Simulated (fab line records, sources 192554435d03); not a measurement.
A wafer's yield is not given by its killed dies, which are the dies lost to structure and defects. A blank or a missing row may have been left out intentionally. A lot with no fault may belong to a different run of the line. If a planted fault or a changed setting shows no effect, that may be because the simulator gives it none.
What tool caused it? | flow n5_finfet | 30 wafers from 10 lots sampled at 2 of the route's 1938 steps

== WHAT THE GAUGES SHOWED, per wafer ==
N5_WELL_APT_CD_MEAS_08: target cd 200 nm.
lot  | measured    | on        | cd_nm (nm)
L179 | day 1 13:41 | cd_sem-01 | 199.6 199.2 199.2
L180 | day 1 19:41 | cd_sem-03 | 200.7 199.5 199.5
L183 | day 2 13:56 | cd_sem-01 | 201.2 200.8 202.7
L185 | day 3 01:50 | cd_sem-01 | 200.2 201.1 202.8
L188 | day 3 19:34 | cd_sem-01 | 199.8 199.3 196.4
L195 | day 5 13:34 | cd_sem-03 | 201.7 203.6 201.9
L197 | day 6 02:42 | cd_sem-03 | 199.7 199.5 200.3
L198 | day 6 08:01 | cd_sem-03 | 197.1 199.2 200.4
L199 | day 6 14:25 | cd_sem-01 | 199.8 201.3 200.0
L202 | day 7 07:34 | cd_sem-03 | 199.3 200.6 201.7

== WHAT TOOL EACH LOT RAN ON (gives the tool, then ch and the chambers of the sampled wafers, and finally the start) ==
lot  | N5_ZERO_LAYER_ETCH_18
L179 | rie_si-01 ch 0,1,3, day 1 12:47
L180 | rie_si-05 ch 1,2,3, day 1 18:47
L183 | rie_si-05 ch 0,1,3, day 2 13:02
L185 | rie_si-01 ch 1,2,3, day 3 00:56
L188 | rie_si-03 ch 0,2, day 3 18:48
L195 | rie_si-01 ch 1,2,3, day 5 12:48
L197 | rie_si-03 ch 0,1,3, day 6 01:49
L198 | rie_si-03 ch 0,3, day 6 07:05
L199 | rie_si-01 ch 1,2, day 6 13:29
L202 | rie_si-05 ch 0,1,3, day 7 06:47
- N5_ZERO_LAYER_ETCH_18: etches Si in HBr/Cl2, target depth 120 nm, time 40 s.

== THE ANSWER, worked out from the rows above alone ==
Rule: what is usual is taken from the lots themselves. Put in order of their means at a reading, lots are off if they are a third of the lots or fewer, leave a main group of 4 or more, and stand apart from it by a gap of 3 or more times the standard deviation of the main group's means; of several such gaps the widest counts. If all means in a main group match to the digits the tables above print for the reading, that group is not used. A lot without any number at a reading at which 4 lots or more have one is off too. Any other lot the step has rows for is counted as sound.
Nothing can be told from this: no lot is off at any reading shown.

== WHAT THE SIMULATOR HAD INSERTED ==
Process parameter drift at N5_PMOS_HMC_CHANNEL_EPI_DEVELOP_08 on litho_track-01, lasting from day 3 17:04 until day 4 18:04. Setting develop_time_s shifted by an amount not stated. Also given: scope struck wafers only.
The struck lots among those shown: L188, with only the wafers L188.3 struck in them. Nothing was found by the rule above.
